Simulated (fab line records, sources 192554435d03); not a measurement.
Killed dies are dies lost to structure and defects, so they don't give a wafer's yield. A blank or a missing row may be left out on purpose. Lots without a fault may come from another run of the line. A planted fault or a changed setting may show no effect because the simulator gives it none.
A struck lot beside a sound one | flow n5_finfet | 14 steps out of a route of 1938
Sound: wafers L406.1, L406.2, L406.6. Struck: wafers L412.1, L412.3, L412.6. The cause comes at the end.
At each step with rows: each side's tool, then ch and its chambers, then its first start. Under that, the readings that differ: sound wafers | struck wafers | difference of the means | sigmas: that difference in standard deviations of wafers without a fault.
alike: readings whose means differ by less than 2 such deviations, and words and numbers that are the same on both sides. not compared: withheld readings, readings that some wafer has no value for, bounds like >300 that may hide the same value, and numbers for which the record gives no deviation and whose values overlap.
The two part at a step that has a row with sigmas, a row that says differs or no value, or rows on one side only. Numbers that don't overlap but have no deviation are shown without sigmas and don't part them. A reading that every wafer of one side lacks parts them only if that side has two wafers or more.

N5_BEOL_M15_VIA_ETCH_16: etches SiO2 in C4F8/O2/Ar, target depth 1792.2 nm.
  sound on rie_diel-05 ch 1,2,3, day 13 01:12; struck on rie_diel-03 ch 0,1,3, day 14 15:19
  alike: chamber_pressure_mTorr, drypump_motor_current_A, he_inner_torr, oes_product_au, rf_vpp_V, showerhead_plenum_p_Torr, throttle_valve_pct
N5_BEOL_M15_STRIP_63: strips in O2.
  sound on rie_diel-05 ch 1,2,3; struck on rie_diel-03 ch 0,1,3
  alike: chamber_pressure_mTorr, drypump_motor_current_A, oes_product_au, rf_vpp_V, showerhead_plenum_p_Torr, throttle_valve_pct
  not compared: rf_hours_counter_h
N5_BEOL_M15_STRIP_64: strips in O2.
  sound on rie_diel-05 ch 1,2,3; struck on rie_diel-03 ch 0,1,3
  alike: chamber_pressure_mTorr, drypump_motor_current_A, oes_product_au, rf_vpp_V, showerhead_plenum_p_Torr, throttle_valve_pct
  not compared: rf_hours_counter_h
then, 2 steps without rows for these wafers: N5_BEOL_M15_STRIP_65 (strips in post etch residue remover, time 60 s); N5_BEOL_M15_SRD_66 (time 30 s, dry time 30 s).
N5_BEOL_M15_CD_MEAS_17: target cd 360 nm.
  sound on cd_sem-01, day 13 01:37; struck on cd_sem-01, day 14 15:44
  alike: cd_nm
then, 1 step without rows for these wafers: N5_BEOL_M15_COAT_56 (time 60 s, resist thk 550 nm).
N5_BEOL_M15_ETCH_57: etches SOC in N2/H2, time 750 s.
  sound on rie_diel-03 ch 1,2,3, day 13 01:43; struck on rie_diel-04 ch 0,2, day 14 15:52
  alike: chamber_pressure_mTorr, drypump_motor_current_A, oes_product_au, rf_vpp_V, showerhead_plenum_p_Torr, throttle_valve_pct
  not compared: rf_hours_counter_h
then, 4 steps without rows for these wafers: N5_BEOL_M15_COAT_60 (time 60 s, resist thk 89 nm); N5_BEOL_M15_COAT_22 (resist thk 800 nm); N5_BEOL_M15_EBR_24; N5_BEOL_M15_SOFTBAKE_23 (time 60 s).
N5_BEOL_M15_EXPOSE_25: exposes mask M15, target cd 400 nm.
  sound on krf_scanner-02 ch 0, day 13 02:26; struck on krf_scanner-02, day 14 16:29
  no value came back on the struck wafers for exposure_dose_mJ_cm2, focus_offset_nm (nm); on the sound wafers exposure_dose_mJ_cm2 reads 35.49 35.55 35.53
  alike: mask
then, 1 step without rows for these wafers: N5_BEOL_M15_PEB_26 (peb time 90 s).

WHERE THEY PART
Only at N5_BEOL_M15_EXPOSE_25, within this record.

WHY: what the simulator had put in
Skipped step whole: krf_scanner-02, from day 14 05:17 on, at N5_BEOL_M15_EXPOSE_25. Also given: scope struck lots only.
